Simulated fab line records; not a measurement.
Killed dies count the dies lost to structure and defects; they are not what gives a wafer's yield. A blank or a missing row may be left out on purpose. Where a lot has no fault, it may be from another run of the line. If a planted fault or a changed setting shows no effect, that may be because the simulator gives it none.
Matching of chambers	flow n5_finfet	rie_diel-04 running N5_MOL_CONTACT_COAG_ETCH_15: 4 sister chambers
The step etches SiNx in CH3F/O2, stops on Si:P, target depth 7 nm. 4 wafers are shown with their chamber, then 7 later ones without.

WAFERS PAIRED WITH THEIR CHAMBERS
wafer	chamber	showerhead_plenum_p_Torr (Torr)
L077.5	0	2.04
L083.4	1	1.97
L089.3	2	1.94
L089.4	3	2.05

WAFERS WITHOUT THEIR CHAMBER
wafer	showerhead_plenum_p_Torr (Torr)
L089.6	1.94
L092.1	1.94
L092.4	1.96
L092.6	2.03
L097.1	1.95
L097.4	1.94
L097.5	1.95

THE CHAMBER EACH PASSED THROUGH
wafer	from the rows above	in truth
L089.6	2	2
L092.1	2	2
L092.4	can't be placed: 1 or 2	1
L092.6	can't be placed: 0 or 3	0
L097.1	can't be placed: 2 or 1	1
L097.4	2	2
L097.5	can't be placed: 2 or 1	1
Correct placement for 3 of the 7. Unplaceable from these rows: 4, with the true chamber sitting among the candidates in 4. Wrongly placed: 0.
How it was worked out, from the rows above alone: a wafer's distance from a chamber is the root of the sum, over the readings, of the square of ((its reading less the chamber's mean) divided by the reading's scatter). If the next closest chamber is less than 2 further off than the closest, the wafer can't be placed; otherwise it belongs to the closest. Each chamber's mean is taken over the wafers shown for it. The scatter (one wafer shown for each chamber): square how far every hidden wafer sits from the nearest shown wafer, average those squares and take the square root.
